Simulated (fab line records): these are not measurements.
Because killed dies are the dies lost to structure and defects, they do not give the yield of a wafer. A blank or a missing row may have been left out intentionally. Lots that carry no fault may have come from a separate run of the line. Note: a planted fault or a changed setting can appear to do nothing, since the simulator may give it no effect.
Matching of chambers :: flow n5Finfet :: rieDiel-04 running N5_FIN_SAQP_ETCH_69: 4 sister chambers
The step etches SOC in N2/H2, stops on SiNx, target depth 150 nm. 4 wafers are shown with their chamber, then 7 later ones without.

== EACH WAFER AND ITS CHAMBER ==
wafer: L792.1
chamber: 2
showerheadPlenumPTorr (Torr): 2.69

wafer: L792.5
chamber: 1
showerheadPlenumPTorr (Torr): 2.62

wafer: L793.3
chamber: 3
showerheadPlenumPTorr (Torr): 2.42

wafer: L793.4
chamber: 0
showerheadPlenumPTorr (Torr): 2.73

== WAFERS WITH NO CHAMBER GIVEN ==
wafer: L793.6
showerheadPlenumPTorr (Torr): 2.62

wafer: L802.3
showerheadPlenumPTorr (Torr): 2.41

wafer: L802.5
showerheadPlenumPTorr (Torr): 2.68

wafer: L802.6
showerheadPlenumPTorr (Torr): 2.61

wafer: L806.2
showerheadPlenumPTorr (Torr): 2.41

wafer: L806.3
showerheadPlenumPTorr (Torr): 2.68

wafer: L806.6
showerheadPlenumPTorr (Torr): 2.68

== CHAMBER TAKEN BY EACH ==
wafer: L793.6
from the rows above: 1
in truth: 1

wafer: L802.3
from the rows above: 3
in truth: 3

wafer: L802.5
from the rows above: 2
in truth: 2

wafer: L802.6
from the rows above: 1
in truth: 1

wafer: L806.2
from the rows above: 3
in truth: 3

wafer: L806.3
from the rows above: 2
in truth: 2

wafer: L806.6
from the rows above: 2
in truth: 2
7 of 7 placed correctly. Left unplaced by these rows: 0. Placed wrongly: 0.
How it was worked out, from the rows above alone: a wafer's distance from a chamber is the root of the sum, over the readings, of the square of ((its reading less the chamber's mean) divided by the reading's scatter). If the next closest chamber is less than 2 further off than the closest, the wafer can't be placed; otherwise it belongs to the closest. Each chamber's mean is taken over the wafers shown for it. The scatter: with one shown wafer a chamber, the root of the mean of the squares of how far each hidden wafer lies from its nearest shown one.
